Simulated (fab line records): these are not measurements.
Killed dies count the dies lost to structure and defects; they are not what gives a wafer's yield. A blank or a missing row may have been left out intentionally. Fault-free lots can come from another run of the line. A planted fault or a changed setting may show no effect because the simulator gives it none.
Matching of chambers :: flow n5 finfet :: N5_HKMG_FIN_CVD_62 on thermal cvd si-01 has 3 sister chambers
The step deposits a-Si from Si2H6, target thk 3 nm, time 20.8 s. 6 wafers are shown with their chamber, then 12 later ones without.

== WAFERS WITH THEIR CHAMBER ==
wafer: L084.2
chamber: 0
heater power w (W): 1316

wafer: L086.1
chamber: 2
heater power w (W): 1340

wafer: L086.2
chamber: 0
heater power w (W): 1365

wafer: L088.1
chamber: 1
heater power w (W): 1365

wafer: L088.5
chamber: 2
heater power w (W): 1327

wafer: L088.6
chamber: 1
heater power w (W): 1353

== WAFERS WHOSE CHAMBER IS MISSING ==
wafer: L090.1
heater power w (W): 1331

wafer: L090.2
heater power w (W): 1306

wafer: L090.6
heater power w (W): 1339

wafer: L092.1
heater power w (W): 1344

wafer: L092.2
heater power w (W): 1396

wafer: L092.4
heater power w (W): 1361

wafer: L095.2
heater power w (W): 1333

wafer: L095.4
heater power w (W): 1361

wafer: L095.5
heater power w (W): 1297

wafer: L096.1
heater power w (W): 1368

wafer: L096.4
heater power w (W): 1369

wafer: L096.5
heater power w (W): 1353

== CHAMBER TAKEN BY EACH ==
wafer: L090.1
from the rows above: can't be placed: 2 or 0 or 1
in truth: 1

wafer: L090.2
from the rows above: can't be placed: 2 or 0 or 1
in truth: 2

wafer: L090.6
from the rows above: can't be placed: 0 or 2 or 1
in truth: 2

wafer: L092.1
from the rows above: can't be placed: 0 or 2 or 1
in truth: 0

wafer: L092.2
from the rows above: can't be placed: 1 or 0 or 2
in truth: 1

wafer: L092.4
from the rows above: can't be placed: 1 or 0 or 2
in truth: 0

wafer: L095.2
from the rows above: can't be placed: 2 or 0 or 1
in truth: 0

wafer: L095.4
from the rows above: can't be placed: 1 or 0 or 2
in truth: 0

wafer: L095.5
from the rows above: can't be placed: 2 or 0 or 1
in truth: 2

wafer: L096.1
from the rows above: can't be placed: 1 or 0 or 2
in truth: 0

wafer: L096.4
from the rows above: can't be placed: 1 or 0 or 2
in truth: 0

wafer: L096.5
from the rows above: can't be placed: 1 or 0 or 2
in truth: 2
Placed correctly: 0 of 12. Not placeable from these rows: 12 (in 12, the candidates include the true chamber). Wrongly placed: 0.
How it was worked out, from the rows above alone: a wafer's distance from a chamber is the root of the sum, over the readings, of the square of ((its reading less the chamber's mean) divided by the reading's scatter). The wafer belongs to the nearest chamber; if the next one is less than 2 further off, it can't be placed. The mean given for a chamber averages the wafers shown for that chamber. The scatter: the root of (the sum of the squares of (reading less its chamber's mean) over the shown wafers, divided by (wafers less chambers)).
